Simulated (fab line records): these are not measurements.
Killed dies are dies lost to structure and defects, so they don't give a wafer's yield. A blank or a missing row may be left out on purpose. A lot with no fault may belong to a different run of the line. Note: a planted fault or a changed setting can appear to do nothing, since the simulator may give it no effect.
Matching of chambers + flow n5 finfet + N5_BEOL_M3_ETCH_64 on rie diel-02 has 4 sister chambers
The step etches SOC in N2/H2, target depth 75 nm, overetch 15 nm, time 112.5 s. 4 wafers are shown with their chamber, then 12 later ones without.

WAFERS, EACH WITH ITS CHAMBER
| wafer  | chamber | showerhead plenum p Torr (Torr) |
|--------|---------|---------------------------------|
| L083.2 | 0       | 2.39                            |
| L093.1 | 1       | 2.43                            |
| L093.2 | 2       | 2.63                            |
| L093.5 | 3       | 2.48                            |

WAFERS WITH NO CHAMBER GIVEN
| wafer  | showerhead plenum p Torr (Torr) |
|--------|---------------------------------|
| L094.1 | 2.43                            |
| L094.2 | 2.63                            |
| L094.6 | 2.43                            |
| L095.1 | 2.70                            |
| L095.3 | 2.43                            |
| L095.5 | 2.70                            |
| L097.2 | 2.63                            |
| L097.4 | 2.43                            |
| L097.6 | 2.70                            |
| L096.1 | 2.70                            |
| L096.2 | 2.63                            |
| L096.3 | 2.43                            |

EACH ONE'S CHAMBER
| wafer  | from the rows above          | in truth                   |
|--------|------------------------------|----------------------------|
| L094.1 | can't be placed: 1 or 0 or 3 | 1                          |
| L094.2 | 2                            | 2                          |
| L094.6 | can't be placed: 1 or 0 or 3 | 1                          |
| L095.1 | 2                            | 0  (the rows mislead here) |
| L095.3 | can't be placed: 1 or 0 or 3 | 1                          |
| L095.5 | 2                            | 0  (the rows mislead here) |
| L097.2 | 2                            | 2                          |
| L097.4 | can't be placed: 1 or 0 or 3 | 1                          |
| L097.6 | 2                            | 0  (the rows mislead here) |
| L096.1 | 2                            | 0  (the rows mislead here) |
| L096.2 | 2                            | 2                          |
| L096.3 | can't be placed: 1 or 0 or 3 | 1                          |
3 of 12 placed correctly. Can't be placed from these rows: 5 (the true chamber is among the candidates in 5). Placed wrongly: 4.
How it was worked out, from the rows above alone: a wafer's distance from a chamber is the root of the sum, over the readings, of the square of ((its reading less the chamber's mean) divided by the reading's scatter). If the next closest chamber is less than 2 further off than the closest, the wafer can't be placed; otherwise it belongs to the closest. A chamber's mean is the mean of its shown wafers. The scatter (one wafer shown for each chamber): square how far every hidden wafer sits from the nearest shown wafer, average those squares and take the square root.
